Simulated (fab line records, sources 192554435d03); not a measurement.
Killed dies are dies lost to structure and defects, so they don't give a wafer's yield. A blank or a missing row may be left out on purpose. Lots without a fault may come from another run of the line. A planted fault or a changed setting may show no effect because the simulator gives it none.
Which tool did it? | flow n5_finfet | 21 lots, 63 wafers sampled, at 6 steps of a route of 1938

WHAT THE GAUGES READ, wafer by wafer
N5_MOL_CONTACT_COAG_INSPECT_97: inspects for defects (darkfield). Usual: raw_defect_count 46, standard deviation 20.
lot  | measured     | on                | raw_defect_count | flag
L074 | day 5 19:04  | defect_inspect-01 | 33 44 85         |
L075 | day 5 22:38  | defect_inspect-01 | 34 35 36         |
L076 | day 6 01:35  | defect_inspect-02 | 17 18 25         |
L077 | day 6 15:07  | defect_inspect-01 | 62 40 55         |
L079 | day 6 21:33  | defect_inspect-01 | 33 39 30         |
L080 | day 7 00:31  | defect_inspect-01 | 30 33 24         |
L081 | day 7 06:56  | defect_inspect-01 | 48 40 51         |
L082 | day 7 11:56  | defect_inspect-02 | 51 30 39         |
L084 | day 8 00:50  | defect_inspect-01 | 70 74 86         |
L085 | day 8 07:48  | defect_inspect-01 | 28 44 26         |
L086 | day 8 10:47  | defect_inspect-02 | 48 52 48         |
L087 | day 8 13:49  | defect_inspect-02 | 36 39 36         |
L088 | day 8 23:40  | defect_inspect-02 | 46 97 57         |
L090 | day 9 11:23  | defect_inspect-02 | 32 35 22         |
L091 | day 9 16:46  | defect_inspect-01 | 69 39 56         |
L092 | day 10 00:12 | defect_inspect-01 | 52 34 34         |
L093 | day 10 05:26 | defect_inspect-01 | 35 33 48         |
L094 | day 10 13:47 | defect_inspect-01 | 44 28 33         |
L095 | day 10 16:50 | defect_inspect-02 | 26 46 40         |
L096 | day 10 21:23 | defect_inspect-02 | 22 43 35         |
L097 | day 11 04:49 | defect_inspect-01 | 34 28 32         |

WHICH TOOL RAN EACH LOT (tool, then ch and the chambers of the sampled wafers, then the start)
lot  | N5_MOL_CONTACT_COAG_ALD_27        | N5_MOL_CONTACT_COAG_ETCH_89        | N5_MOL_CONTACT_COAG_STRIP_96       | N5_MOL_CONTACT_COAG_ETCH_48        | N5_MOL_CONTACT_COAG_CMP_52
L074 | ald_sin-01 ch 0,2, day 5 08:23    | rie_diel-01 ch 0,1, day 5 11:47    | rie_diel-06 ch 0,1,2, day 5 13:10  | rie_diel-06 ch 0,2, day 5 14:59    | cmp-04 ch 0,1,3, day 5 15:47
L075 | ald_sin-02 ch 0,2,3, day 5 13:16  | rie_diel-03 ch 1,2, day 5 16:29    | rie_diel-03 ch 0,3, day 5 17:04    | rie_diel-01 ch 1,2, day 5 18:31    | cmp-02 ch 0,2,3, day 5 19:19
L076 | ald_sin-03 ch 1,2, day 5 13:41    | rie_diel-01 ch 0,1,2, day 5 16:55  | rie_diel-03 ch 1,2, day 5 17:25    | rie_diel-01 ch 0,2,3, day 5 18:58  | cmp-04 ch 0,1,3, day 5 19:44
L077 | ald_sin-02 ch 0,1,2, day 6 03:14  | rie_diel-03 ch 1,2,3, day 6 06:30  | rie_diel-03 ch 2,3, day 6 07:23    | rie_diel-03 ch 0,3, day 6 09:07    | cmp-04 ch 0,2,3, day 6 09:58
L079 | ald_sin-03 ch 0,1, day 6 12:23    | rie_diel-01 ch 1,3, day 6 15:26    | rie_diel-03 ch 1,3, day 6 15:59    | rie_diel-06 ch 1,2,3, day 6 17:26  | cmp-02 ch 0,3, day 6 18:10
L080 | ald_sin-01 ch 1,2, day 6 12:56    | rie_diel-03 ch 0,1,3, day 6 16:17  | rie_diel-01 ch 0,1,3, day 6 16:47  | rie_diel-06 ch 1,2,3, day 6 18:10  | cmp-03 ch 0,2, day 6 18:57
L081 | ald_sin-02 ch 2,3, day 6 20:56    | rie_diel-06 ch 1,2, day 6 23:50    | rie_diel-01 ch 0,2, day 7 00:22    | rie_diel-06 ch 2,3, day 7 02:51    | cmp-03 ch 0,1,3, day 7 03:40
L082 | ald_sin-01 ch 1,3, day 7 01:51    | rie_diel-01 ch 0,2, day 7 05:49    | rie_diel-06 ch 1,2, day 7 06:19    | rie_diel-03 ch 1,3, day 7 07:49    | cmp-03 ch 0,2, day 7 08:34
L084 | ald_sin-02 ch 2,3, day 7 15:54    | rie_diel-06 ch 0,2,3, day 7 18:50  | rie_diel-03 ch 0,1,3, day 7 19:20  | rie_diel-03 ch 0,1,3, day 7 20:35  | cmp-03 ch 0,1,2, day 7 21:31
L085 | ald_sin-03 ch 1,2,3, day 7 22:04  | rie_diel-06 ch 2,3, day 8 01:05    | rie_diel-03 ch 1,2, day 8 01:41    | rie_diel-06 ch 1,2, day 8 03:21    | cmp-03 ch 2,3, day 8 04:26
L086 | ald_sin-01 ch 0,1,3, day 7 22:19  | rie_diel-03 ch 1,2,3, day 8 01:57  | rie_diel-03 ch 0,1,2, day 8 02:58  | rie_diel-03 ch 0,1,2, day 8 04:34  | cmp-03 ch 0,1,2, day 8 05:28
L087 | ald_sin-02 ch 0,3, day 8 02:32    | rie_diel-03 ch 1,2,3, day 8 05:29  | rie_diel-03 ch 1,2,3, day 8 06:11  | rie_diel-06 ch 2,3, day 8 07:30    | cmp-03 ch 1,2, day 8 08:16
L088 | ald_sin-02 ch 0,1,2, day 8 13:31  | rie_diel-06 ch 1,2,3, day 8 16:25  | rie_diel-03 ch 0,2,3, day 8 17:14  | rie_diel-01 ch 0,1,3, day 8 19:33  | cmp-04 ch 0,2,3, day 8 20:18
L090 | ald_sin-03 ch 0,1, day 9 01:19    | rie_diel-06 ch 1,2, day 9 04:30    | rie_diel-06 ch 0,1,3, day 9 05:00  | rie_diel-06 ch 1,3, day 9 07:17    | cmp-03 ch 0,1,2, day 9 08:08
L091 | ald_sin-03 ch 0,2,3, day 9 06:52  | rie_diel-03 ch 1,2,3, day 9 09:55  | rie_diel-06 ch 1,2,3, day 9 10:26  | rie_diel-03 ch 0,1,3, day 9 12:39  | cmp-03 ch 0,1,3, day 9 13:26
L092 | ald_sin-02 ch 1,2,3, day 9 14:43  | rie_diel-06 ch 1,2, day 9 17:44    | rie_diel-01 ch 0,1,2, day 9 18:19  | rie_diel-01 ch 0,1,2, day 9 20:02  | cmp-03 ch 1,2,3, day 9 20:52
L093 | ald_sin-01 ch 0,1,3, day 9 20:23  | rie_diel-06 ch 0,1,2, day 9 23:17  | rie_diel-03 ch 0,2,3, day 9 23:50  | rie_diel-06 ch 0,1, day 10 01:21   | cmp-04 ch 0,1, day 10 02:05
L094 | ald_sin-01 ch 0,1,2, day 10 04:24 | rie_diel-06 ch 0,1, day 10 07:34   | rie_diel-01 ch 0,2,3, day 10 08:04 | rie_diel-06 ch 0,3, day 10 09:38   | cmp-03 ch 1,2,3, day 10 10:34
L095 | ald_sin-01 ch 1,2, day 10 06:46   | rie_diel-06 ch 0,3, day 10 09:48   | rie_diel-06 ch 0,1, day 10 10:20   | rie_diel-06 ch 1,2,3, day 10 11:42 | cmp-03 ch 2,3, day 10 12:28
L096 | ald_sin-02 ch 0,3, day 10 12:23   | rie_diel-03 ch 0,1,2, day 10 15:17 | rie_diel-01 ch 0,1,3, day 10 15:47 | rie_diel-06 ch 1,2,3, day 10 17:18 | cmp-04 ch 1,3, day 10 18:02
L097 | ald_sin-03 ch 0,1,3, day 10 18:55 | rie_diel-03 ch 1,3, day 10 22:34   | rie_diel-03 ch 0,2,3, day 10 23:07 | rie_diel-03 ch 0,2,3, day 11 00:23 | cmp-03 ch 0,1,3, day 11 01:32
- N5_MOL_CONTACT_COAG_ALD_27: deposits SiOC, target thk 17 nm, pulse time 1.5 s, time 2720 s.
- N5_MOL_CONTACT_COAG_ETCH_89: etches underlayer in N2/H2, target depth 13 nm, time 10.4 s.
- N5_MOL_CONTACT_COAG_STRIP_96: strips in N2/H2.
- N5_MOL_CONTACT_COAG_ETCH_48: etches SiOC in C4F6/O2, target depth 15 nm, overetch 4.5 nm, time 17 s.
- N5_MOL_CONTACT_COAG_CMP_52: polishes, stops on SiO2, t overpolish 1.5 s, target thk 66.5 nm.

WHAT THE TOOLS THEMSELVES READ (means of the sampled wafers that have a number; where no wafer has one, the mark that the record gives instead)
N5_MOL_CONTACT_COAG_ALD_27. Usual: heater_power_w 825 W, standard deviation 82; precursor_pulse_height_rel 1.002, standard deviation 0.02.
lot  | tool       | heater_power_w (W) | precursor_pulse_height_rel | flag
L074 | ald_sin-01 | 806                | 1.001                      |
L075 | ald_sin-02 | 844                | 1.015                      |
L076 | ald_sin-03 | 803                | 0.986                      |
L077 | ald_sin-02 | 866                | 0.997                      |
L079 | ald_sin-03 | 867                | 1.003                      |
L080 | ald_sin-01 | 829                | 1.007                      |
L081 | ald_sin-02 | 721                | 0.992                      |
L082 | ald_sin-01 | 851                | 1.014                      |
L084 | ald_sin-02 | 792                | 0.998                      |
L085 | ald_sin-03 | 800                | 1.003                      |
L086 | ald_sin-01 | 841                | 0.999                      |
L087 | ald_sin-02 | 893                | 1.004                      |
L088 | ald_sin-02 | 870                | 1.012                      |
L090 | ald_sin-03 | 871                | 1.006                      |
L091 | ald_sin-03 | 787                | 1.002                      |
L092 | ald_sin-02 | 764                | 1.014                      |
L093 | ald_sin-01 | 852                | 0.985                      |
L094 | ald_sin-01 | 844                | 0.999                      |
L095 | ald_sin-01 | 835                | 0.998                      |
L096 | ald_sin-02 | 770                | 1.004                      |
L097 | ald_sin-03 | 825                | 1.018                      |

N5_MOL_CONTACT_COAG_ETCH_89. Usual: bias_w 150.0 W, standard deviation 0.47; drypump_motor_current_A 5.8 A, standard deviation 0.44; etch_rf_on_time_s 10.40 s, standard deviation 0.19; oes_product_au 0.68 a.u., standard deviation 0.061; rf_vpp_V 524.3 V, standard deviation 2.6; showerhead_plenum_p_Torr 2.56 Torr, standard deviation 0.087; throttle_valve_pct 17.92 %, standard deviation 0.27.
lot  | tool        | bias_w (W) | drypump_motor_current_A (A) | etch_rf_on_time_s (s) | oes_product_au (a.u.) | rf_vpp_V (V) | showerhead_plenum_p_Torr (Torr) | throttle_valve_pct (%) | flag
L074 | rie_diel-01 | 150.3      | 5.4                         | 10.32                 | 0.79                  | 523.0        | 2.53                            | 17.93                  |
L075 | rie_diel-03 | 149.7      | 5.7                         | 10.48                 | 0.74                  | 528.6        | 2.69                            | 17.69                  |
L076 | rie_diel-01 | 150.1      | 5.6                         | 10.36                 | 0.72                  | 524.4        | 2.58                            | 17.93                  |
L077 | rie_diel-03 | 149.9      | 5.5                         | 10.62                 | 0.70                  | 525.5        | 2.60                            | 17.74                  |
L079 | rie_diel-01 | 150.6      | 5.9                         | 10.39                 | 0.62                  | 522.7        | 2.52                            | 17.65                  |
L080 | rie_diel-03 | 150.0      | 5.6                         | 10.54                 | 0.67                  | 525.6        | 2.58                            | 17.86                  |
L081 | rie_diel-06 | 150.0      | 6.1                         | 10.21                 | 0.70                  | 522.0        | 2.49                            | 18.12                  |
L082 | rie_diel-01 | 150.2      | 5.6                         | 10.42                 | 0.72                  | 524.1        | 2.55                            | 18.21                  |
L084 | rie_diel-06 | 149.9      | 6.0                         | 10.36                 | 0.67                  | 523.8        | 2.55                            | 17.90                  |
L085 | rie_diel-06 | 149.8      | 5.9                         | 10.13                 | 0.71                  | 524.3        | 2.55                            | 17.83                  |
L086 | rie_diel-03 | 150.0      | 5.5                         | 10.55                 | 0.68                  | 525.2        | 2.59                            | 17.78                  |
L087 | rie_diel-03 | 150.2      | 5.5                         | 10.70                 | 0.68                  | 524.8        | 2.59                            | 17.77                  |
L088 | rie_diel-06 | 150.7      | 6.0                         | 10.21                 | 0.69                  | 522.6        | 2.52                            | 17.99                  |
L090 | rie_diel-06 | 149.9      | 6.2                         | 10.32                 | 0.68                  | 522.5        | 2.48                            | 18.15                  |
L091 | rie_diel-03 | 150.1      | 5.5                         | 10.63                 | 0.67                  | 525.7        | 2.58                            | 17.80                  |
L092 | rie_diel-06 | 149.9      | 6.5                         | 10.23                 | 0.66                  | 523.1        | 2.50                            | 18.17                  |
L093 | rie_diel-06 | 150.2      | 6.1                         | 10.33                 | 0.66                  | 522.4        | 2.51                            | 18.08                  |
L094 | rie_diel-06 | 149.8      | 5.8                         | 10.37                 | 0.66                  | 523.5        | 2.52                            | 18.00                  |
L095 | rie_diel-06 | 150.3      | 5.7                         | 10.39                 | 0.66                  | 524.0        | 2.55                            | 17.85                  |
L096 | rie_diel-03 | 149.6      | 5.8                         | 10.38                 | 0.67                  | 527.2        | 2.65                            | 17.88                  |
L097 | rie_diel-03 | 149.3      | 5.3                         | 10.75                 | 0.63                  | 521.7        | 2.49                            | 17.85                  |

N5_MOL_CONTACT_COAG_STRIP_96. Usual: drypump_motor_current_A 5.8 A, standard deviation 0.37; oes_product_au 0.80 a.u., standard deviation 0.073; rf_vpp_V 122.1 V, standard deviation 1.3; showerhead_plenum_p_Torr 3.40 Torr, standard deviation 0.12; temp_c 40.01 C, standard deviation 0.12; throttle_valve_pct 18.9 %, standard deviation 0.44.
lot  | tool        | drypump_motor_current_A (A) | oes_product_au (a.u.) | rf_vpp_V (V) | showerhead_plenum_p_Torr (Torr) | temp_c (C) | throttle_valve_pct (%) | flag
L074 | rie_diel-06 | 6.1                         | 0.80                  | 122.6        | 3.33                            | 39.95      | 19.0                   |
L075 | rie_diel-03 | 5.7                         | 0.72                  | 122.7        | 3.38                            | 39.95      | 19.3                   |
L076 | rie_diel-03 | 5.8                         | 0.90                  | 123.4        | 3.55                            | 40.00      | 18.4                   |
L077 | rie_diel-03 | 5.3                         | 0.75                  | 121.9        | 3.31                            | 40.04      | 18.9                   |
L079 | rie_diel-03 | 5.6                         | 0.85                  | 122.4        | 3.44                            | 39.96      | 18.5                   |
L080 | rie_diel-01 | 5.7                         | 0.81                  | 121.4        | 3.33                            | 39.94      | 18.9                   |
L081 | rie_diel-01 | 5.8                         | 0.80                  | 121.5        | 3.43                            | 40.02      | 19.6                   |
L082 | rie_diel-06 | 6.1                         | 0.81                  | 122.0        | 3.29                            | 39.98      | 19.2                   |
L084 | rie_diel-03 | 5.6                         | 0.78                  | 122.9        | 3.40                            | 40.13      | 19.0                   |
L085 | rie_diel-03 | 5.7                         | 0.83                  | 122.5        | 3.53                            | 40.13      | 18.6                   |
L086 | rie_diel-03 | 5.8                         | 0.80                  | 122.6        | 3.51                            | 39.88      | 18.9                   |
L087 | rie_diel-03 | 5.5                         | 0.80                  | 122.4        | 3.42                            | 40.00      | 18.7                   |
L088 | rie_diel-03 | 5.6                         | 0.74                  | 122.6        | 3.38                            | 40.05      | 19.1                   |
L090 | rie_diel-06 | 5.7                         | 0.80                  | 123.0        | 3.34                            | 40.05      | 19.0                   |
L091 | rie_diel-06 | 6.0                         | 0.80                  | 121.8        | 3.32                            | 40.01      | 19.0                   |
L092 | rie_diel-01 | 5.6                         | 0.80                  | 121.6        | 3.38                            | 40.00      | 19.2                   |
L093 | rie_diel-03 | 5.6                         | 0.73                  | 121.7        | 3.38                            | 40.11      | 19.1                   |
L094 | rie_diel-01 | 5.8                         | 0.83                  | 120.8        | 3.35                            | 40.02      | 19.2                   |
L095 | rie_diel-06 | 5.8                         | 0.79                  | 121.2        | 3.29                            | 39.96      | 19.2                   |
L096 | rie_diel-01 | 5.7                         | 0.85                  | 123.1        | 3.32                            | 39.93      | 18.8                   |
L097 | rie_diel-03 | 5.6                         | 0.73                  | 121.0        | 3.38                            | 39.91      | 19.1                   |

N5_MOL_CONTACT_COAG_ETCH_48. Usual: bias_w 465.0 W, standard deviation 1.4; drypump_motor_current_A 5.8 A, standard deviation 0.48; oes_product_au 0.66 a.u., standard deviation 0.062; rf_vpp_V 1593 V, standard deviation 10; showerhead_plenum_p_Torr 2.86 Torr, standard deviation 0.083; throttle_valve_pct 40.8 %, standard deviation 0.31.
lot  | tool        | bias_w (W) | drypump_motor_current_A (A) | oes_product_au (a.u.) | rf_vpp_V (V) | showerhead_plenum_p_Torr (Torr) | throttle_valve_pct (%) | flag
L074 | rie_diel-06 | 463.4      | 6.5                         | 0.66                  | 1597         | 2.85                            | 40.9                   |
L075 | rie_diel-01 | 465.8      | 5.8                         | 0.65                  | 1601         | 2.92                            | 40.9                   |
L076 | rie_diel-01 | 465.1      | 5.8                         | 0.65                  | 1598         | 2.85                            | 40.8                   |
L077 | rie_diel-03 | 464.7      | 5.7                         | 0.62                  | 1593         | 2.86                            | 40.9                   |
L079 | rie_diel-06 | 466.0      | 6.0                         | 0.69                  | 1594         | 2.83                            | 40.9                   |
L080 | rie_diel-06 | 465.3      | 6.0                         | 0.66                  | 1594         | 2.83                            | 40.9                   |
L081 | rie_diel-06 | 466.4      | 6.4                         | 0.64                  | 1601         | 2.86                            | 40.9                   |
L082 | rie_diel-03 | 466.5      | 5.6                         | 0.74                  | 1584         | 2.92                            | 40.6                   |
L084 | rie_diel-03 | 464.0      | 5.6                         | 0.66                  | 1588         | 2.89                            | 40.7                   |
L085 | rie_diel-06 | 465.9      | 6.5                         | 0.69                  | 1594         | 2.81                            | 41.1                   |
L086 | rie_diel-03 | 465.1      | 5.8                         | 0.69                  | 1596         | 2.97                            | 40.6                   |
L087 | rie_diel-06 | 464.3      | 6.4                         | 0.66                  | 1601         | 2.85                            | 40.9                   |
L088 | rie_diel-01 | 464.8      | 5.7                         | 0.73                  | 1589         | 2.81                            | 40.5                   |
L090 | rie_diel-06 | 465.1      | 5.5                         | 0.66                  | 1593         | 2.83                            | 40.8                   |
L091 | rie_diel-03 | 464.3      | 5.6                         | 0.65                  | 1588         | 2.88                            | 40.7                   |
L092 | rie_diel-01 | 467.1      | 5.6                         | 0.64                  | 1595         | 2.86                            | 40.9                   |
L093 | rie_diel-06 | 463.8      | 5.8                         | 0.62                  | 1582         | 2.81                            | 40.8                   |
L094 | rie_diel-06 | 464.9      | 5.6                         | 0.69                  | 1595         | 2.86                            | 40.6                   |
L095 | rie_diel-06 | 465.4      | 6.0                         | 0.66                  | 1592         | 2.82                            | 40.9                   |
L096 | rie_diel-06 | 465.2      | 6.0                         | 0.63                  | 1593         | 2.82                            | 40.9                   |
L097 | rie_diel-03 | 464.0      | 5.6                         | 0.62                  | 1593         | 2.86                            | 40.8                   |

N5_MOL_CONTACT_COAG_CMP_52. Usual: motor_current_A 11.6 A, standard deviation 2.1; overpolish_run_s 1.501 s, standard deviation 0.0086; platen_rpm 50.30 rpm, standard deviation 0.032; time_to_endpoint_s 13.4 s, standard deviation 1.9.
lot  | tool   | motor_current_A (A) | overpolish_run_s (s) | platen_rpm (rpm) | time_to_endpoint_s (s) | flag
L074 | cmp-04 | 11.5                | 1.500                | 50.28            | 12.7                   |
L075 | cmp-02 | 11.8                | 1.504                | 50.32            | 13.6                   |
L076 | cmp-04 | 11.2                | 1.505                | 50.30            | 12.7                   |
L077 | cmp-04 | 11.1                | 1.497                | 50.29            | 13.5                   |
L079 | cmp-02 | 10.5                | 1.502                | 50.30            | 17.1                   |
L080 | cmp-03 | 9.2                 | 1.496                | 50.34            | 14.6                   |
L081 | cmp-03 | 12.6                | 1.510                | 50.31            | 13.1                   |
L082 | cmp-03 | 9.2                 | 1.501                | 50.29            | 12.2                   |
L084 | cmp-03 | 10.7                | 1.506                | 50.29            | 15.7                   |
L085 | cmp-03 | 10.9                | 1.504                | 50.30            | 16.3                   |
L086 | cmp-03 | 10.7                | 1.498                | 50.30            | 12.5                   |
L087 | cmp-03 | 10.8                | 1.495                | 50.29            | 13.9                   |
L088 | cmp-04 | 11.3                | 1.504                | 50.32            | 14.0                   |
L090 | cmp-03 | 10.5                | 1.496                | 50.27            | 13.8                   |
L091 | cmp-03 | 12.3                | 1.495                | 50.31            | 11.1                   |
L092 | cmp-03 | 12.5                | 1.499                | 50.30            | 13.1                   |
L093 | cmp-04 | 11.4                | 1.496                | 50.29            | 13.0                   |
L094 | cmp-03 | 12.6                | 1.508                | 50.30            | 12.4                   |
L095 | cmp-03 | 13.2                | 1.504                | 50.32            | 13.6                   |
L096 | cmp-04 | 10.5                | 1.491                | 50.29            | 13.0                   |
L097 | cmp-03 | 11.8                | 1.503                | 50.31            | 10.8                   |

THE ANSWER, worked out from the rows above alone
Rule: a lot is off if the mean of its wafers that have a number lies more than 3 standard deviations from the usual mean. A lot without any number at a reading at which 4 lots or more have one is off too. The other lots that the step has rows for count as sound. The gauges are gone through in route order, then the tools' own readings, and for those a lot's mean is taken as printed above. The first step at which some lot is off is used, and at that step the reading that is off furthest; a lot without a number counts as furthest.
No lot is off at any reading shown: from this, nothing can be told.

WHAT THE SIMULATOR HAD PUT IN
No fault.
